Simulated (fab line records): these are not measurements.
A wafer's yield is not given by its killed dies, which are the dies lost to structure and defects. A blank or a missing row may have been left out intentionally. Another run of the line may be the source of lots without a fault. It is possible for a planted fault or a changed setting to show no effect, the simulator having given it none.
Which tool did it? + flow nandHarc + Sampling: 12 lots, 36 wafers, 5 of 1159 route steps

== WHAT THE GAUGES SHOWED, per wafer ==
NHARC_A_M1_INSPECT_27.
| lot  | measured     | on               | rawDefectCount |
|------|--------------|------------------|----------------|
| L075 | day 18 06:43 | defectInspect-01 | 402 614 488    |
| L076 | day 18 16:14 | defectInspect-02 | 390 367 382    |
| L080 | day 19 13:23 | defectInspect-01 | 618 419 431    |
| L082 | day 20 00:19 | defectInspect-01 | 467 425 394    |
| L084 | day 20 08:46 | defectInspect-02 | 672 597 387    |
| L086 | day 20 11:04 | defectInspect-02 | 436 470 482    |
| L085 | day 20 17:19 | defectInspect-02 | 355 465 594    |
| L089 | day 21 07:39 | defectInspect-01 | 593 573 611    |
| L091 | day 22 01:56 | defectInspect-01 | 377 417 357    |
| L093 | day 22 04:04 | defectInspect-01 | 377 470 426    |
| L094 | day 22 09:40 | defectInspect-01 | 202 291 288    |
| L097 | day 24 08:47 | defectInspect-02 | 965 442 665    |

== WHICH TOOL RAN EACH LOT (tool, then ch and the chambers of the sampled wafers, then the start) ==
| lot  | NHARC_A_CONTACT_ETCH_30                      | NHARC_A_CONTACT_ETCH_139           | NHARC_A_CONTACT_ETCH_92           | NHARC_A_BLC_PVD_32                     |
|------|----------------------------------------------|------------------------------------|-----------------------------------|----------------------------------------|
| L075 | rieDiel-11 ch 0,3, day 17 05:16 or earlier   | harCapEtch-01 ch 0,1, day 17 05:16 | rieDiel-13 ch 0,1,2, day 17 05:40 | pvdSputter-01, day 18 06:43 or earlier |
| L076 | rieDiel-08 ch 2,3, day 17 14:19 or earlier   | harCapEtch-01 ch 0,1, day 17 14:19 | rieDiel-13 ch 0,2, day 17 14:43   | pvdSputter-03, day 18 16:14 or earlier |
| L080 | rieDiel-11 ch 0,1, day 18 18:56 or earlier   | harCapEtch-03 ch 0,1, day 18 18:56 | rieDiel-11 ch 1,2,3, day 18 19:25 | pvdSputter-02, day 19 13:23 or earlier |
| L082 | rieDiel-08 ch 0,1, day 19 08:04 or earlier   | harCapEtch-02 ch 0,1, day 19 08:04 | rieDiel-13 ch 0,2, day 19 08:29   | pvdSputter-02, day 20 00:19 or earlier |
| L084 | rieDiel-13 ch 0,2, day 19 13:40 or earlier   | harCapEtch-02 ch 0,1, day 19 13:40 | rieDiel-11 ch 0,1, day 19 14:04   | pvdSputter-01, day 20 08:46 or earlier |
| L086 | rieDiel-08 ch 0,1, day 19 17:11 or earlier   | harCapEtch-02 ch 0,1, day 19 17:11 | rieDiel-08 ch 0,1, day 19 17:38   | pvdSputter-02, day 20 11:04 or earlier |
| L085 | rieDiel-11 ch 0,1,3, day 20 01:23 or earlier | harCapEtch-01 ch 0,1, day 20 01:23 | rieDiel-11 ch 0,1,2, day 20 01:49 | pvdSputter-01, day 20 17:19 or earlier |
| L089 | rieDiel-11 ch 0,1,2, day 20 16:55 or earlier | harCapEtch-03 ch 0, day 20 16:55   | rieDiel-13 ch 0,1,3, day 20 17:18 | pvdSputter-02, day 21 07:39 or earlier |
| L091 | rieDiel-11 ch 1,2,3, day 21 03:43 or earlier | harCapEtch-02 ch 0,1, day 21 03:43 | rieDiel-11 ch 1,2,3, day 21 04:05 | pvdSputter-02, day 22 01:56 or earlier |
| L093 | rieDiel-11 ch 0,1,3, day 21 13:22 or earlier | harCapEtch-03 ch 0,1, day 21 13:22 | rieDiel-11 ch 1,2,3, day 21 13:47 | pvdSputter-01, day 22 04:04 or earlier |
| L094 | rieDiel-11 ch 0,1,3, day 21 16:37 or earlier | harCapEtch-03 ch 0,1, day 21 16:37 | rieDiel-08 ch 1,3, day 21 17:01   | pvdSputter-01, day 22 09:40 or earlier |
| L097 | rieDiel-11 ch 1,3, day 23 16:27 or earlier   | harCapEtch-02 ch 0,1, day 23 16:27 | rieDiel-13 ch 0,1, day 23 16:51   | pvdSputter-02, day 24 08:47 or earlier |
- NHARC_A_CONTACT_ETCH_30: etches the open film in CF4/CHF3, target depth 60.5 nm, time 30.2 s.
- NHARC_A_CONTACT_ETCH_139: etches the open film in C4F8/O2/Ar, time 137 s, target depth 590 nm.
- NHARC_A_CONTACT_ETCH_92: etches the open film in CH3F/O2, target depth 40 nm, time 85.7 s.
- NHARC_A_BLC_PVD_32: deposits Ti, target thk 5 nm, time 17.7 s.

== THE ANSWER, worked out from the rows above alone ==
Rule: the usual values come from the lots themselves. Put in order of their means at a reading, lots are off if they are a third of the lots or fewer, leave a main group of 4 or more, and stand apart from it by a gap of 3 or more times the standard deviation of the main group's means; of several such gaps the widest counts. The tables above print the reading to a certain number of digits; a main group whose means all agree to those digits is not used. A lot without any number at a reading at which 4 lots or more have one is off too. The other lots that the step has rows for count as sound.
No lot is off on any of the readings shown, so nothing can be concluded from this.

== WHAT WAS PUT IN BY THE SIMULATOR ==
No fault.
